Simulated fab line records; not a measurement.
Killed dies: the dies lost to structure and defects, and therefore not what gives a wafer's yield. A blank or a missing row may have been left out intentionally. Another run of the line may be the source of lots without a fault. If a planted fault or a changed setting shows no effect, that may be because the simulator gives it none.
2 desks looking at one fault / flow n5Finfet / every desk sees just its own numbers, and what lay behind them comes last

== FROM THE METROLOGY DESK ==
What the gauges read for every lot (on any tool): the sampled wafers with a number, averaged. If a lot's mean is further than 4 standard deviations from the usual mean, the lot is out of limits and carries the mark OUT (the distance appears in the brackets).
Columns: A = cdNm at N5_FIN_CUT_CD_MEAS_08, usual 29.09 nm; B = FIN_CUT_OVL at N5_FIN_CUT_OVL_MEAS_09, usual -0.1 nm
lot=L722; first seen here=day 2 11:09; A=28.90; B=-0.3
lot=L724; first seen here=day 2 21:08; A=29.11; B=0.5
lot=L725; first seen here=day 3 04:02; A=29.12; B=-0.0
lot=L726; first seen here=day 3 09:33; A=29.05; B=-0.7
lot=L731; first seen here=day 4 15:59; A=29.25; B=-0.0
lot=L735; first seen here=day 5 14:14; A=30.66 (+6.8) OUT; B=-0.6
lot=L736; first seen here=day 5 19:38; A=30.13 (+4.5) OUT; B=-0.7
lot=L737; first seen here=day 6 03:47; A=28.94; B=-0.3
lot=L739; first seen here=day 6 14:56; A=29.35; B=0.0
lot=L740; first seen here=day 6 21:07; A=29.16; B=0.4
lot=L742; first seen here=day 7 09:46; A=28.91; B=0.2
Finding of this desk: L735, L736 out of limits; the first was L735 at day 5 14:14, on cdNm at N5_FIN_CUT_CD_MEAS_08. L722, L724, L725, L726, L731, L737, L739, L740, L742: within limits.

== THE TOOL OWNER'S DESK: euvScanner-02 ==
The tool's own readings at N5_FIN_CUT_EXPOSE_05 (exposes mask FIN CUT): means of the sampled wafers that have a number, for each lot that ran on this tool. If a lot's mean is further than 4 standard deviations from the usual mean, the lot is out of limits and carries the mark OUT (the distance appears in the brackets).
Columns: A = exposureDoseMJCm2 at N5_FIN_CUT_EXPOSE_05, usual 45.89
lot=L726; first seen here=day 3 09:25; A=45.68
lot=L731; first seen here=day 4 15:53; A=45.75
lot=L735; first seen here=day 5 14:06; A=49.54 (+17) OUT
lot=L736; first seen here=day 5 19:30; A=48.72 (+13) OUT
Finding of this desk: L735, L736 out of limits; the first was L735 at day 5 14:06, on exposureDoseMJCm2 at N5_FIN_CUT_EXPOSE_05. L726, L731: within limits.

== TAKEN TOGETHER ==
At day 5 14:06, on L735, L736, the tool owner's desk was in a position to raise an alarm.
On L735, L736, the metrology desk was in a position to raise an alarm at day 5 14:14.
N5_FIN_CUT_EXPOSE_05 was run on euvScanner-02 by each of the lots named.

== WHAT WAS PUT IN BY THE SIMULATOR ==
Process parameter drift: euvScanner-02, from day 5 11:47 on, at N5_FIN_CUT_EXPOSE_05. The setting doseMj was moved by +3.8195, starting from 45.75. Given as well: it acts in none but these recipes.
Struck lots among those shown: L735, L736.
Hours from the fault's start to each desk's first reading out of limits: the tool owner's desk, 2; the metrology desk, 2.
